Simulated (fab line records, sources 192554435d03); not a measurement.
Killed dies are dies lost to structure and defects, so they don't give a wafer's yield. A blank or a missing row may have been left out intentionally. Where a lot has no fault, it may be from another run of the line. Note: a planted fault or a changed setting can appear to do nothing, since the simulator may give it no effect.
The tool behind it: which one? -- flow n5Finfet -- 12 lots, 36 wafers sampled, at 4 steps of a route of 1938

WHAT EACH GAUGE READ, for each wafer
N5_BEOL_M2_THK_MEAS_01.
lot,measured,on,M2_ILD_THK (nm)
L076,day 7 03:55,filmMetro-01,77.9 79.3 78.3
L074,day 7 16:05,filmMetro-01,79.1 77.3 78.3
L078,day 7 19:07,filmMetro-01,79.8 77.0 79.5
L081,day 8 02:49,filmMetro-01,80.0 80.3 81.4
L083,day 8 23:56,filmMetro-01,78.0 77.4 78.9
L085,day 9 10:55,filmMetro-02,78.6 78.2 80.1
L087,day 10 02:32,filmMetro-02,79.0 79.7 80.6
L089,day 10 05:37,filmMetro-02,77.2 78.1 78.7
L091,day 10 14:41,filmMetro-01,76.6 78.2 80.9
L093,day 11 05:28,filmMetro-01,78.3 76.7 80.2
L096,day 11 21:26,filmMetro-02,79.0 80.1 81.0
L097,day 12 04:35,filmMetro-02,75.4 77.9 77.3

WHICH TOOL RAN EACH LOT (tool, then ch and the chambers of the sampled wafers, then the start)
lot,N5_BEOL_M1_ETCH_70,N5_BEOL_M1_SURFACE_TREAT_85,N5_BEOL_M1_ANNEAL_80
L076,"rieDiel-02 ch 1,2,3, day 6 22:37","pvdSputter-03, day 7 00:42","pvdSputter-02, day 7 01:14"
L074,"rieDiel-04 ch 0,1,2, day 7 11:32","pvdSputter-03, day 7 12:43","pvdSputter-03, day 7 13:20"
L078,"rieDiel-02 ch 0,2,3, day 7 14:47","pvdSputter-02, day 7 15:40","pvdSputter-03, day 7 16:33"
L081,"rieDiel-02 ch 0,3, day 7 20:34","pvdSputter-02, day 7 21:58","pvdSputter-02, day 8 00:09"
L083,"rieDiel-02 ch 1,2,3, day 8 17:07","pvdSputter-03, day 8 18:07","pvdSputter-02, day 8 21:04"
L085,"rieDiel-01 ch 0,1,2, day 9 05:58","pvdSputter-01, day 9 07:20","pvdSputter-03, day 9 08:10"
L087,"rieDiel-01 ch 0,2,3, day 9 22:02","pvdSputter-03, day 9 23:23","pvdSputter-01, day 9 23:55"
L089,"rieDiel-04 ch 2,3, day 10 01:28","pvdSputter-01, day 10 02:23","pvdSputter-03, day 10 02:58"
L091,"rieDiel-01 ch 0,3, day 10 10:15","pvdSputter-03, day 10 11:25","pvdSputter-03, day 10 12:02"
L093,"rieDiel-02 ch 0,2,3, day 11 00:52","pvdSputter-03, day 11 02:07","pvdSputter-03, day 11 02:48"
L096,"rieDiel-01 ch 0,1,3, day 11 16:24","pvdSputter-01, day 11 18:12","pvdSputter-03, day 11 18:48"
L097,"rieDiel-01 ch 0,2,3, day 11 22:23","pvdSputter-01, day 12 01:05","pvdSputter-01, day 12 01:56"
- N5_BEOL_M1_ETCH_70: etches SOC in N2/H2, target depth 80 nm, overetch 16 nm, time 120 s.
- N5_BEOL_M1_SURFACE_TREAT_85
- N5_BEOL_M1_ANNEAL_80: time 240 s.

THE ANSWER, worked out from the rows above alone
Rule: the lots themselves supply what counts as usual. Put in order of their means at a reading, lots are off if they are a third of the lots or fewer, leave a main group of 4 or more, and stand apart from it by a gap of 3 or more times the standard deviation of the main group's means; of several such gaps the widest counts. A main group is skipped when, at the precision printed for the reading in the tables above, its means are all equal. Also off: a lot with no number at a reading for which 4 or more lots have one. All remaining lots with rows at the step are treated as sound.
Across all readings shown, no lot is off: no conclusion can be drawn from this.

WHAT THE SIMULATOR HAD INSERTED
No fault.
